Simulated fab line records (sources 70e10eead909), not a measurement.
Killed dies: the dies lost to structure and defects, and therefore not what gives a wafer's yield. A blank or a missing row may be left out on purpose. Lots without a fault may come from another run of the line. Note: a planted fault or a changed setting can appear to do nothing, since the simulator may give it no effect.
What tool caused it? | flow nandHarc | 24 lots with 72 wafers sampled at 6 steps, on a route of 1302 steps

## WHAT THE GAUGES SHOWED, per wafer
NHARC_P_BONDPAD_THK_MEAS_20: measures by xrf.
lot  | measured     | on           | thkNm (nm)
L074 | day 6 12:29  | filmMetro-01 | 159.8 164.2 162.2
L075 | day 7 03:52  | filmMetro-02 | 161.2 160.1 160.8
L076 | day 7 07:17  | filmMetro-01 | 158.3 164.5 161.0
L077 | day 7 22:52  | filmMetro-01 | 162.2 163.2 159.7
L078 | day 8 07:46  | filmMetro-02 | 159.7 162.3 158.7
L079 | day 8 17:53  | filmMetro-02 | 161.3 160.5 162.7
L080 | day 9 08:24  | filmMetro-02 | 161.4 159.1 162.2
L081 | day 9 22:35  | filmMetro-02 | 161.2 164.0 159.4
L082 | day 10 01:53 | filmMetro-02 | 162.0 158.6 160.7
L083 | day 10 16:46 | filmMetro-01 | 161.4 162.5 161.1
L084 | day 11 07:59 | filmMetro-01 | 161.7 162.9 162.8
L085 | day 11 08:35 | filmMetro-01 | 158.3 161.4 159.5
L086 | day 11 18:32 | filmMetro-02 | 161.7 158.9 162.4
L088 | day 12 15:14 | filmMetro-01 | 161.0 163.3 161.2
L087 | day 12 16:17 | filmMetro-02 | 159.7 161.5 161.1
L089 | day 13 03:35 | filmMetro-02 | 162.1 161.7 161.4
L090 | day 13 10:23 | filmMetro-02 | 160.4 162.1 162.2
L091 | day 13 21:27 | filmMetro-02 | 161.0 161.1 162.4
L092 | day 14 10:13 | filmMetro-02 | 161.5 158.8 160.9
L093 | day 14 10:30 | filmMetro-02 | 159.7 160.9 162.3
L094 | day 14 19:53 | filmMetro-01 | 161.6 161.4 160.3
L095 | day 15 09:08 | filmMetro-01 | 162.1 162.7 162.8
L096 | day 15 23:29 | filmMetro-02 | 161.6 159.9 161.2
L097 | day 16 07:24 | filmMetro-01 | 161.2 161.9 162.2

NHARC_A_ONON_D1_THK_MEAS_27: measures by ellipsometry.
lot  | measured     | on           | thkNm (nm)
L074 | day 7 22:56  | filmMetro-01 | 993 991 993
L075 | day 8 15:57  | filmMetro-01 | 1006 1006 1005
L076 | day 8 21:09  | filmMetro-02 | 1001 1002 1001
L077 | day 9 10:55  | filmMetro-02 | 1000 1000 1000
L078 | day 9 20:37  | filmMetro-01 | 1011 1011 1011
L079 | day 10 13:06 | filmMetro-02 | 1003 1004 1001
L080 | day 10 20:32 | filmMetro-01 | 990 989 991
L081 | day 11 14:01 | filmMetro-01 | 997 997 997
L082 | day 11 14:03 | filmMetro-02 | 988 987 988
L083 | day 12 06:09 | filmMetro-01 | 1016 1016 1017
L084 | day 12 19:18 | filmMetro-01 | 982 983 983
L085 | day 12 19:19 | filmMetro-02 | 1001 998 999
L086 | day 13 06:54 | filmMetro-02 | 996 996 996
L088 | day 14 06:24 | filmMetro-02 | 985 984 983
L087 | day 14 06:33 | filmMetro-02 | 991 989 989
L089 | day 14 16:53 | filmMetro-02 | 993 994 994
L090 | day 14 22:43 | filmMetro-02 | 999 1001 1002
L091 | day 15 10:23 | filmMetro-02 | 1013 1013 1012
L092 | day 15 21:29 | filmMetro-02 | 994 994 997
L093 | day 15 21:29 | filmMetro-01 | 1012 1009 1009
L094 | day 16 10:07 | filmMetro-01 | 994 992 996
L095 | day 16 20:17 | filmMetro-01 | 1011 1010 1011
L096 | day 17 12:59 | filmMetro-02 | 993 995 994
L097 | day 17 19:11 | filmMetro-01 | 993 992 991

NHARC_A_CHANNEL_HOLE_D1_OVL_MEAS_11.
lot  | measured     | on         | overlayXNm (nm) | overlayYNm (nm)
L074 | day 8 02:51  | overlay-02 | 0.8 0.8 0.4     | 0.5 -0.5 0.2
L075 | day 8 19:44  | overlay-02 | 0.2 0.5 0.1     | 1.3 0.5 1.1
L076 | day 9 02:54  | overlay-02 | -0.1 0.3 -0.3   | -0.1 -0.1 -0.3
L077 | day 9 14:50  | overlay-02 | 0.4 0.3 0.4     | 1.3 1.0 1.0
L078 | day 10 01:47 | overlay-02 | -1.0 -1.1 -0.9  | 1.1 0.9 1.6
L079 | day 10 17:03 | overlay-01 | -1.2 -1.1 -0.5  | -0.7 -1.0 -0.5
L080 | day 11 01:01 | overlay-02 | 1.3 0.4 0.7     | -1.0 -1.1 -1.3
L081 | day 11 19:24 | overlay-01 | 1.3 0.9 0.9     | 0.2 0.8 0.9
L082 | day 11 18:27 | overlay-01 | 0.1 0.4 0.0     | 0.8 0.3 0.4
L083 | day 12 12:34 | overlay-01 | -0.6 0.3 -0.4   | -0.6 -0.2 0.0
L084 | day 13 01:26 | overlay-02 | 1.2 1.5 1.3     | -0.8 -0.3 -0.7
L085 | day 13 00:56 | overlay-02 | -0.7 -0.5 0.0   | 1.2 0.9 1.1
L086 | day 13 13:51 | overlay-02 | 0.5 0.5 0.3     | 0.7 0.7 0.5
L088 | day 14 13:16 | overlay-01 | 0.4 -0.3 -0.1   | 0.0 -0.4 0.7
L087 | day 14 13:58 | overlay-02 | -0.8 -0.5 -0.7  | 0.7 0.5 0.2
L089 | day 14 22:07 | overlay-02 | 1.0 0.6 1.7     | 0.7 0.6 0.9
L090 | day 15 02:37 | overlay-01 | -0.4 -0.9 -0.3  | 0.1 -0.2 0.1
L091 | day 15 14:19 | overlay-02 | -1.1 -1.1 -1.2  | 1.2 0.9 1.2
L092 | day 16 02:02 | overlay-01 | 0.1 -1.0 -0.3   | -0.1 0.2 -0.2
L093 | day 16 02:47 | overlay-01 | 1.4 1.4 1.7     | 0.7 0.1 0.2
L094 | day 16 17:29 | overlay-01 | 1.1 1.3 0.7     | -0.1 -0.1 1.0
L095 | day 17 00:11 | overlay-01 | 0.0 -0.3 0.3    | 0.4 0.2 -0.2
L096 | day 17 17:04 | overlay-02 | 0.4 0.4 0.2     | -1.6 -1.0 -1.0
L097 | day 17 22:59 | overlay-02 | -0.1 -0.8 -0.6  | -0.7 -0.7 -0.5

NHARC_A_CHANNEL_FILL_D1_INSPECT_13.
lot  | measured     | on               | rawDefectCount
L074 | day 10 09:46 | defectInspect-01 | 187 249 391
L075 | day 11 02:48 | defectInspect-02 | 306 265 331
L076 | day 11 17:09 | defectInspect-02 | 312 272 195
L077 | day 12 01:32 | defectInspect-02 | 298 316 338
L078 | day 12 13:04 | defectInspect-01 | 245 239 241
L079 | day 13 00:02 | defectInspect-01 | 259 349 209
L080 | day 13 09:04 | defectInspect-01 | 368 236 185
L081 | day 14 01:32 | defectInspect-02 | 290 289 268
L082 | day 14 01:32 | defectInspect-01 | 193 271 256
L083 | day 14 23:31 | defectInspect-01 | 479 334 320
L084 | day 15 10:04 | defectInspect-02 | 348 273 353
L085 | day 15 10:04 | defectInspect-01 | 364 377 297
L086 | day 15 23:48 | defectInspect-01 | 217 100 282
L088 | day 16 20:24 | defectInspect-02 | 287 254 374
L087 | day 16 20:24 | defectInspect-02 | 391 558 320
L089 | day 17 06:41 | defectInspect-02 | 334 327 326
L090 | day 17 06:41 | defectInspect-01 | 184 166 197
L091 | day 17 21:44 | defectInspect-01 | 291 360 257
L092 | day 18 09:26 | defectInspect-02 | 279 198 250
L093 | day 18 09:23 | defectInspect-02 | 285 733 401
L094 | day 19 00:42 | defectInspect-02 | 148 254 227
L095 | day 19 09:42 | defectInspect-02 | 270 378 233
L096 | day 20 02:14 | defectInspect-01 | 198 290 268
L097 | day 20 06:08 | defectInspect-01 | 185 312 310

NHARC_A_DECK1_JOINT_THK_MEAS_14: measures by ellipsometry.
lot  | measured     | on           | thkNm (nm)
L074 | day 10 20:24 | filmMetro-01 | 50.2 49.1 49.5
L075 | day 11 13:15 | filmMetro-02 | 50.1 50.7 50.7
L076 | day 12 03:49 | filmMetro-02 | 51.0 52.6 54.5
L077 | day 12 12:00 | filmMetro-02 | 50.6 50.7 52.5
L078 | day 12 23:40 | filmMetro-02 | 53.2 49.7 52.8
L079 | day 13 10:34 | filmMetro-02 | 50.3 51.1 49.0
L080 | day 13 19:40 | filmMetro-02 | 50.6 50.5 50.3
L081 | day 14 12:08 | filmMetro-01 | 53.4 51.9 53.9
L082 | day 14 12:08 | filmMetro-02 | 51.0 51.2 49.4
L083 | day 15 10:08 | filmMetro-02 | 54.5 52.6 50.7
L084 | day 15 20:43 | filmMetro-01 | 48.2 49.2 49.6
L085 | day 15 20:43 | filmMetro-02 | 53.5 50.6 52.1
L086 | day 16 10:16 | filmMetro-02 | 49.3 49.8 51.0
L088 | day 17 07:29 | filmMetro-01 | 51.8 50.3 51.6
L087 | day 17 07:29 | filmMetro-02 | 52.0 50.2 52.0
L089 | day 17 19:12 | filmMetro-02 | 51.7 51.8 50.2
L090 | day 17 19:12 | filmMetro-01 | 50.9 50.6 51.9
L091 | day 18 08:31 | filmMetro-01 | 52.3 47.9 49.4
L092 | day 18 19:53 | filmMetro-01 | 51.3 53.5 52.2
L093 | day 18 19:53 | filmMetro-02 | 53.0 51.6 49.2
L094 | day 19 11:21 | filmMetro-01 | 52.6 51.3 50.2
L095 | day 19 20:20 | filmMetro-02 | 49.0 50.2 51.6
L096 | day 20 12:53 | filmMetro-02 | 55.3 52.8 51.5
L097 | day 20 16:46 | filmMetro-02 | 48.4 49.7 49.9

## TOOL THAT RAN EACH LOT (tool first, then ch and the chambers of the sampled wafers, then the start)
lot  | NHARC_P_BONDPAD_ACTIVATE_29
L074 | rieDiel-02 ch 1,2,3, day 6 12:45
L075 | rieDiel-02 ch 0,3, day 7 04:10
L076 | rieDiel-13 ch 0,2,3, day 7 07:36
L077 | rieDiel-07 ch 0,2,3, day 7 23:11
L078 | rieDiel-02 ch 1,3, day 8 08:05
L079 | rieDiel-02 ch 0,1,2, day 8 18:13
L080 | rieDiel-07 ch 1,2, day 9 08:40
L081 | rieDiel-07 ch 0,2,3, day 9 22:51
L082 | rieDiel-13 ch 1,2,3, day 10 02:13
L083 | rieDiel-13 ch 0,2, day 10 17:02
L084 | rieDiel-02 ch 0,2,3, day 11 08:17
L085 | rieDiel-02 ch 0,2,3, day 11 08:53
L086 | rieDiel-07 ch 0,3, day 11 18:49
L088 | rieDiel-13 ch 1,2, day 12 15:31
L087 | rieDiel-02 ch 1,2,3, day 12 16:34
L089 | rieDiel-13 ch 0,2, day 13 03:52
L090 | rieDiel-13 ch 1,2, day 13 10:41
L091 | rieDiel-07 ch 0,3, day 13 21:44
L092 | rieDiel-02 ch 1,2,3, day 14 10:31
L093 | rieDiel-13 ch 0,2,3, day 14 10:46
L094 | rieDiel-07 ch 1,2,3, day 14 20:09
L095 | rieDiel-02 ch 0,2,3, day 15 09:27
L096 | rieDiel-07 ch 2,3, day 15 23:45
L097 | rieDiel-02 ch 1,3, day 16 07:42
- NHARC_P_BONDPAD_ACTIVATE_29: chemistry N2, time 60 s.

## WHAT THE TOOLS THEMSELVES READ (means of the sampled wafers that have a number; where no wafer has one, the mark that the record gives instead)
NHARC_P_BONDPAD_ACTIVATE_29.
lot  | tool       | drypumpMotorCurrentA (A) | mfcArSccm (sccm) | oesProductAu (a.u.) | rfVppV (V) | showerheadPlenumPTorr (Torr)
L074 | rieDiel-02 | 5.7                      | 0.005            | 1.005               | 63.2       | 1.72
L075 | rieDiel-02 | 5.5                      | 0.017            | 1.008               | 64.2       | 1.82
L076 | rieDiel-13 | 6.0                      | 0.015            | 1.009               | 64.5       | 1.74
L077 | rieDiel-07 | 5.6                      | 0.017            | 1.001               | 64.2       | 1.72
L078 | rieDiel-02 | 5.9                      | 0.007            | 0.995               | 63.3       | 1.70
L079 | rieDiel-02 | 5.7                      | 0.010            | 1.002               | 64.1       | 1.74
L080 | rieDiel-07 | 5.6                      | 0.032            | 1.003               | 64.9       | 1.81
L081 | rieDiel-07 | 5.6                      | 0.017            | 1.001               | 64.0       | 1.72
L082 | rieDiel-13 | 6.1                      | 0.010            | 1.015               | 63.6       | 1.75
L083 | rieDiel-13 | 5.6                      | 0.020            | 1.002               | 64.3       | 1.75
L084 | rieDiel-02 | 5.5                      | 0.010            | 0.997               | 65.0       | 1.78
L085 | rieDiel-02 | 5.5                      | 0.010            | 1.002               | 64.2       | 1.78
L086 | rieDiel-07 | 5.8                      | 0.011            | 0.991               | 63.4       | 1.68
L088 | rieDiel-13 | 5.8                      | 0.010            | 1.009               | 64.7       | 1.76
L087 | rieDiel-02 | 5.7                      | 0.005            | 1.002               | 63.6       | 1.72
L089 | rieDiel-13 | 5.7                      | 0.025            | 1.003               | 64.6       | 1.71
L090 | rieDiel-13 | 5.8                      | 0.010            | 1.008               | 64.5       | 1.75
L091 | rieDiel-07 | 5.8                      | 0.011            | 0.991               | 63.9       | 1.67
L092 | rieDiel-02 | 5.7                      | 0.005            | 1.003               | 63.8       | 1.72
L093 | rieDiel-13 | 6.0                      | 0.015            | 1.013               | 63.3       | 1.74
L094 | rieDiel-07 | 5.7                      | 0.026            | 0.993               | 64.2       | 1.78
L095 | rieDiel-02 | 5.5                      | 0.010            | 1.015               | 63.5       | 1.78
L096 | rieDiel-07 | 5.4                      | 0.024            | 0.997               | 64.7       | 1.73
L097 | rieDiel-02 | 5.8                      | 0.007            | 1.009               | 63.1       | 1.74

## THE ANSWER, worked out from the rows above alone
Rule: the lots themselves supply what counts as usual. The widest of any qualifying gaps counts: lots, ordered by their means at a reading, are off when they make up no more than a third of the lots, leave a main group of 4 or more, and stand apart from it by 3 or more times the standard deviation of that group's means. A main group is skipped when, at the precision printed for the reading in the tables above, its means are all equal. Also off: a lot with no number at a reading for which 4 or more lots have one. Any other lot the step has rows for is counted as sound. First the gauges in route order, then the tools' own readings, where a lot's mean is used as printed above. The first step at which some lot is off is used, and at that step the reading that is off furthest; a lot without a number counts as furthest.
Nothing can be told from this: no lot is off at any reading shown.

## WHAT THE SIMULATOR PUT IN
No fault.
